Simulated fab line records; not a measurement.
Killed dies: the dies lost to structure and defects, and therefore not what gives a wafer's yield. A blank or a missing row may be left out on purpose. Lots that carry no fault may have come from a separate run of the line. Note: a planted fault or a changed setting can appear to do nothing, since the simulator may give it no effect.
A struck lot beside a sound one :: flow nandHarc :: 14 out of 1159 route steps
Sound: these wafers, L106.1, L106.4, L106.5. Struck: wafers L103.4, L103.5. (L103.6 of the same lot was not struck and is left out.) The cause comes at the end.
Each step with rows lists, per side, the tool, then ch with its chambers, then its first start. Under that, the readings that differ: sound wafers :: struck wafers :: difference of the means :: sigmas: that difference in standard deviations of wafers without a fault.
alike: readings with means less than 2 such deviations apart, plus words and numbers identical on both sides. not compared: withheld readings, readings lacking a value on some wafer, bounds such as >300 that could conceal the same value, and numbers that have no deviation in the record and whose values overlap.
A row with sigmas, a row that says differs or no value, or rows on one side alone: a step with any of these is where the two part. Numbers that don't overlap but have no deviation are shown without sigmas and don't part them. A reading that every wafer of one side lacks parts them only if that side has two wafers or more.

NHARC_A_SOURCE_PLATE_THK_MEAS_09: measures by ellipsometry.
  sound: filmMetro-01 at day 10 03:24; struck: filmMetro-01 at day 10 03:24
  alike: thkNm
then, 3 steps without rows for these wafers: NHARC_A_SOURCE_PLATE_PVD_04 (deposits WSi2, target thk 50 nm); NHARC_A_SOURCE_PLATE_CVD_03 (deposits poly-Si, target thk 200 nm, time 4000 s); NHARC_A_SOURCE_PLATE_ANNEAL_05 (time 1800 s).
NHARC_A_SOURCE_PLATE_THK_MEAS_06: measures by ellipsometry.
  sound: filmMetro-01 at day 10 16:16; struck: filmMetro-01 at day 10 16:16
  alike: thkNm
NHARC_A_SOURCE_PLATE_INSPECT_08:
  sound: defectInspect-02 at day 10 16:21; struck: defectInspect-01 at day 10 16:20
  alike: rawDefectCount
then, no rows for these wafers at 1 step: NHARC_A_ONON_D1_DEP_00 (target thk 1000 nm).
NHARC_A_ONON_D1_THK_MEAS_02: measures by ellipsometry.
  sound: filmMetro-02 at day 10 17:14; struck: filmMetro-02 at day 10 16:56
reading: thkNm (nm)
sound: 1013 1013 1010
struck: 990 992
difference: -21
sigmas: -2
then, no rows for these wafers at 1 step: NHARC_A_ONON_D1_DEP_03 (target thk 1000 nm).
NHARC_A_ONON_D1_THK_MEAS_05: measures by ellipsometry.
  sound: filmMetro-02 at day 10 17:49; struck: filmMetro-02 at day 10 17:35
  alike: thkNm
NHARC_A_ONON_D1_DEP_06: target thk 1000 nm.
  sound on pecvdOnon-01 ch 0, day 10 17:52; struck on pecvdOnon-04 ch 0, day 10 17:49
NHARC_A_ONON_D1_THK_MEAS_08: measures by ellipsometry.
  sound: filmMetro-02 at day 10 18:22; struck: filmMetro-02 at day 10 18:10
reading: thkNm (nm)
sound: 976 975 976
struck: 1535 1535
difference: +559
sigmas: +60
then, no rows for these wafers at 1 step: NHARC_A_ONON_D1_DEP_09 (target thk 1000 nm).
-- jump in the record: it breaks off in module A_ONON_D1 and resumes in module END (first step shown: number 1159 of the route), and 13 days separate the struck wafers' starts before and after --
NHARC_END_SORT_01:
  at this point the record logs the struck wafers (prober-01 ch 0, day 23 08:43) and has no rows for the sound ones

WHERE THEY PART
First at NHARC_A_ONON_D1_THK_MEAS_02; last, within this record, at NHARC_END_SORT_01.

WHY: what had been put in by the simulator
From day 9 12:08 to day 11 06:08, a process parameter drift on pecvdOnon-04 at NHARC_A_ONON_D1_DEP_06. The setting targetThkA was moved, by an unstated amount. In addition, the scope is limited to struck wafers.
